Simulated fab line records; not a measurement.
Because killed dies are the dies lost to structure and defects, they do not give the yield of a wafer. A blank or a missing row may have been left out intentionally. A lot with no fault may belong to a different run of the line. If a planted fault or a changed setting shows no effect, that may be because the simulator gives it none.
What tool caused it? ; flow n5 finfet ; 8 lots with 24 wafers sampled at 5 steps, on a route of 1938 steps

## WHAT EACH GAUGE READ, for each wafer
N5_BEOL_M4_RC_MEAS_101.
lot;measured;on;DIBL_N (mV/V);DIBL_P (mV/V);IGATE_N (nA/um);IOFF_N (nA/um);IOFF_N_85C (nA/um);IOFF_N_LIN (nA/um);IOFF_N_LONG (nA/um);IOFF_P (nA/um);IOFF_P_85C (nA/um);IOFF_P_LIN (nA/um);IOFF_P_LONG (nA/um);ION_N (uA/um);ION_P (uA/um);SS_N (mV/dec);SS_P (mV/dec);VT_N (mV);VT_N_LONG (mV);VT_N_LVT (mV);VT_P (mV);VT_P_LONG (mV);VT_P_LVT (mV)
L908;day 9 07:46;prober-01;33.9 34.9 34.1;34.8 35.9 35.4;0.0137 0.0126 0.0120;0.122 0.143 0.125;2.5 2.9 2.6;0.062 0.068 0.062;5.27e-05 5.32e-05 5.23e-05;0.16 0.17 0.16;2.9 3.0 2.9;0.082 0.084 0.082;9.8e-05 9e-05 0.0001;670 674 665;457 452 459;70.9 70.7 71.5;72.9 73.0 72.6;250 251 251;276.1 272.9 273.6;101 99 102;-254 -252 -256;-276 -280 -279;-103 -102 -103
L913;day 10 14:59;prober-01;35.9 36.2 35.8;35.9 36.9 36.0;0.0945 0.0961 0.0897;24.895 26.832 25.822;214.3 226.8 219.6;11.572 12.452 11.994;0.0084762 0.0082906 0.0084384;0.04 0.05 0.04;0.9 1.0 0.9;0.021 0.021 0.020;5e-05 5.4e-05 4.8e-05;945 960 962;395 400 397;71.3 71.0 70.9;72.6 73.7 73.8;104 103 104;130.4 130.6 130.9;-46 -48 -47;-288 -293 -296;-319 -318 -318;-143 -142 -144
L914;day 10 23:31;prober-01;37.8 37.7 37.9;35.5 35.1 34.9;0.0856 0.1012 0.1152;22.809 23.018 21.789;205.9 204.9 195.5;10.868 10.894 10.046;0.0075507 0.0075824 0.0075259;0.04 0.04 0.04;1.0 1.0 0.9;0.020 0.021 0.020;5.2e-05 4.9e-05 5.2e-05;939 935 928;392 392 385;71.3 72.1 72.2;73.0 72.7 73.3;107 108 110;132.8 132.3 133.5;-44 -45 -42;-291 -293 -294;-321 -318 -321;-143 -143 -143
L916;day 10 20:46;prober-01;37.1 34.2 35.5;37.8 34.8 36.5;0.0103 0.0134 0.0122;0.177 0.128 0.145;3.5 2.7 2.9;0.081 0.065 0.069;5.36e-05 5.45e-05 5.48e-05;0.23 0.18 0.20;4.1 3.4 3.7;0.110 0.092 0.097;0.00011 0.000107 0.000101;667 677 672;458 467 459;71.3 71.8 71.3;74.7 73.7 74.1;248 252 251;279.3 277.2 275.2;97 102 101;-248 -250 -253;-277 -276 -274;-98 -100 -99
L923;day 12 21:50;prober-02;36.3 36.0 35.3;38.6 39.4 37.1;0.0117 0.0146 0.0159;0.179 0.177 0.159;3.5 3.4 3.2;0.083 0.083 0.075;5.41e-05 5.4e-05 5.52e-05;0.24 0.26 0.22;4.0 4.3 3.7;0.108 0.116 0.102;0.000106 0.00011 0.000107;677 689 683;463 477 462;71.6 71.5 71.4;73.8 73.7 73.4;247 248 251;277.5 275.9 276.5;95 96 97;-249 -248 -249;-274 -274 -273;-95 -93 -98
L924;day 13 01:29;prober-01;34.0 33.5 34.8;34.4 34.2 36.0;0.0143 0.0142 0.0167;0.141 0.127 0.159;2.8 2.6 3.2;0.069 0.060 0.076;5.57e-05 5.61e-05 5.66e-05;0.21 0.20 0.24;3.8 3.5 4.1;0.106 0.101 0.116;0.000117 0.000111 0.000119;664 648 689;463 457 473;72.0 70.8 71.4;73.1 72.4 73.4;252 253 249;276.3 273.2 275.9;99 102 98;-247 -247 -246;-271 -272 -270;-98 -98 -95
L925;day 13 12:31;prober-02;33.7 33.9 34.5;34.6 34.2 34.7;0.0087 0.0122 0.0146;0.135 0.133 0.145;2.7 2.6 2.8;0.065 0.063 0.064;5.5e-05 5.5e-05 5.47e-05;0.20 0.19 0.20;3.5 3.4 3.5;0.098 0.095 0.097;0.000108 0.000108 0.000104;662 664 653;465 455 455;71.3 71.8 71.4;72.6 73.0 73.2;251 253 254;274.4 274.2 273.8;99 101 99;-249 -251 -252;-274 -276 -274;-99 -98 -99
L926;day 13 15:20;prober-01;36.0 35.9 35.4;35.4 35.9 35.1;0.0112 0.0113 0.0104;0.146 0.154 0.144;2.9 3.0 2.9;0.072 0.076 0.072;5.51e-05 5.56e-05 5.64e-05;0.22 0.23 0.21;3.7 3.9 3.6;0.108 0.113 0.106;0.000116 0.000117 0.000115;676 678 693;467 466 468;71.5 71.8 71.3;73.1 73.0 72.4;251 246 251;274.1 274.5 272.8;102 101 102;-249 -248 -248;-273 -271 -271;-99 -99 -99

## WHAT TOOL EACH LOT RAN ON (gives the tool, then ch and the chambers of the sampled wafers, and finally the start)
lot;N5_HKMG_FIN_DESCUM_17;N5_HKMG_FIN_ETCH_32;N5_HKMG_FIN_ALD_91;N5_HKMG_FIN_STRIP_88
L908;rie diel-02 ch 0,1,2, day 5 02:39;rie diel-02 ch 0,1,2, day 5 02:44;ald metal-02 ch 2,3, day 5 03:38;plasma asher-01 ch 0,1, day 5 04:13
L913;rie diel-04 ch 0,2,3, day 6 09:22;rie diel-04 ch 0,2,3, day 6 09:27;ald metal-02 ch 0,2,3, day 6 10:20;plasma asher-01 ch 0,1, day 6 10:58
L914;rie diel-02 ch 0,2,3, day 6 17:18;rie diel-02 ch 0,2,3, day 6 17:23;ald metal-02 ch 1,2,3, day 6 18:17;plasma asher-02 ch 0,1, day 6 19:00
L916;rie diel-02 ch 0,2,3, day 7 04:34;rie diel-02 ch 0,2,3, day 7 04:39;ald metal-01 ch 0,1,3, day 7 05:32;plasma asher-02 ch 0,1, day 7 06:10
L923;rie diel-03 ch 1,3, day 8 20:47;rie diel-03 ch 1,3, day 8 20:53;ald metal-02 ch 1,2, day 8 21:46;plasma asher-01 ch 0,1, day 8 22:22
L924;rie diel-04 ch 1,3, day 9 10:03;rie diel-04 ch 1,3, day 9 10:08;ald metal-03 ch 1,2,3, day 9 11:02;plasma asher-02 ch 0,1, day 9 11:44
L925;rie diel-03 ch 0,2, day 9 10:07;rie diel-03 ch 0,2, day 9 10:13;ald metal-02 ch 2,3, day 9 11:06;plasma asher-01 ch 0,1, day 9 11:45
L926;rie diel-03 ch 2,3, day 9 17:04;rie diel-03 ch 2,3, day 9 17:09;ald metal-01 ch 1,3, day 9 18:02;plasma asher-01 ch 0,1, day 9 18:47
- N5_HKMG_FIN_DESCUM_17: chemistry O2, time 7.9 s.
- N5_HKMG_FIN_ETCH_32: etches SOC in N2/H2, target depth 240 nm, time 300 s.
- N5_HKMG_FIN_ALD_91: deposits TiN, target thk 1 nm, pulse time 1 s, purge time 3 s.
- N5_HKMG_FIN_STRIP_88: strips in N2/H2, time 360 s.

## AS READ BY THE TOOLS THEMSELVES (means over the sampled wafers that have a number; for cases with no such wafer, the mark the record gives instead)
N5_HKMG_FIN_DESCUM_17.
lot;tool;chamber pressure mTorr (mTorr);drypump motor current A (A);oes product au (a.u.);rf vpp V (V);showerhead plenum p Torr (Torr);throttle valve pct (%)
L908;rie diel-02;19.994;5.6;0.77;242.8;2.03;20.39
L913;rie diel-04;19.994;5.4;0.69;242.6;2.06;20.55
L914;rie diel-02;20.004;5.2;0.85;243.1;2.09;20.46
L916;rie diel-02;20.002;5.2;0.84;243.1;2.09;20.46
L923;rie diel-03;19.997;5.3;0.78;242.9;2.09;20.28
L924;rie diel-04;19.994;6.1;0.85;242.9;2.09;20.35
L925;rie diel-03;19.982;6.0;0.82;243.4;2.07;20.66
L926;rie diel-03;20.001;5.6;0.70;243.8;2.11;20.45

N5_HKMG_FIN_ETCH_32.
lot;tool;chamber pressure mTorr (mTorr);drypump motor current A (A);oes product au (a.u.);rf vpp V (V);showerhead plenum p Torr (Torr);throttle valve pct (%)
L908;rie diel-02;29.997;5.5;0.77;521.5;2.47;17.80
L913;rie diel-04;29.999;5.4;0.70;521.5;2.51;18.05
L914;rie diel-02;29.978;5.2;0.85;523.4;2.54;17.79
L916;rie diel-02;30.023;5.2;0.84;522.8;2.53;17.80
L923;rie diel-03;30.016;5.2;0.79;524.5;2.53;17.62
L924;rie diel-04;29.989;6.1;0.85;522.8;2.54;17.69
L925;rie diel-03;29.980;6.1;0.83;522.4;2.50;18.01
L926;rie diel-03;29.977;5.6;0.71;524.2;2.56;17.98

N5_HKMG_FIN_ALD_91.
lot;tool;chamber pressure Torr (Torr);heater power w (W);precursor pulse height rel
L908;ald metal-02;3.003;910;0.986
L913;ald metal-02;-;-;-
L914;ald metal-02;-;-;-
L916;ald metal-01;2.998;803;1.001
L923;ald metal-02;3.006;879;1.009
L924;ald metal-03;2.997;960;0.992
L925;ald metal-02;3.008;936;1.004
L926;ald metal-01;2.998;770;1.001

N5_HKMG_FIN_STRIP_88.
lot;tool;drypump motor current A (A);heater power w (W)
L908;plasma asher-01;5.8;551
L913;plasma asher-01;5.4;521
L914;plasma asher-02;5.5;520
L916;plasma asher-02;5.6;517
L923;plasma asher-01;5.4;517
L924;plasma asher-02;5.6;515
L925;plasma asher-01;5.4;524
L926;plasma asher-01;5.8;544

## THE ANSWER, worked out from the rows above alone
Rule: usual is defined by the lots themselves. The widest of any qualifying gaps counts: lots, ordered by their means at a reading, are off when they make up no more than a third of the lots, leave a main group of 4 or more, and stand apart from it by 3 or more times the standard deviation of that group's means. A main group whose means are all the same, to the digits that the tables above print for the reading, isn't used. Also off: a lot with no number at a reading for which 4 or more lots have one. Where the step has rows for the other lots, those lots are counted as sound. Order of review: gauges by route order, followed by the tools' own readings, for which a lot's mean as printed above is used. At the first step where some lot is off, the reading lying furthest off is the one used; lots without a number count as furthest.
Off: L913, L914, at N5_BEOL_M4_RC_MEAS_101 (IOFF_N_LONG). Main group: mean 5.47e-05 nA/um, sd 1.1e-06.
If a tool, at a process step before that reading, ran all the lots that are off and no sound lot after the first of them, it fits. Not tried: the gauges at N5_BEOL_M4_RC_MEAS_101; whatever is off there is also off at N5_HKMG_FIN_ALD_91, on other tools, and gauge error can't account for it. Not one of the candidates tried fits.

## WHAT THE SIMULATOR HAD INSERTED
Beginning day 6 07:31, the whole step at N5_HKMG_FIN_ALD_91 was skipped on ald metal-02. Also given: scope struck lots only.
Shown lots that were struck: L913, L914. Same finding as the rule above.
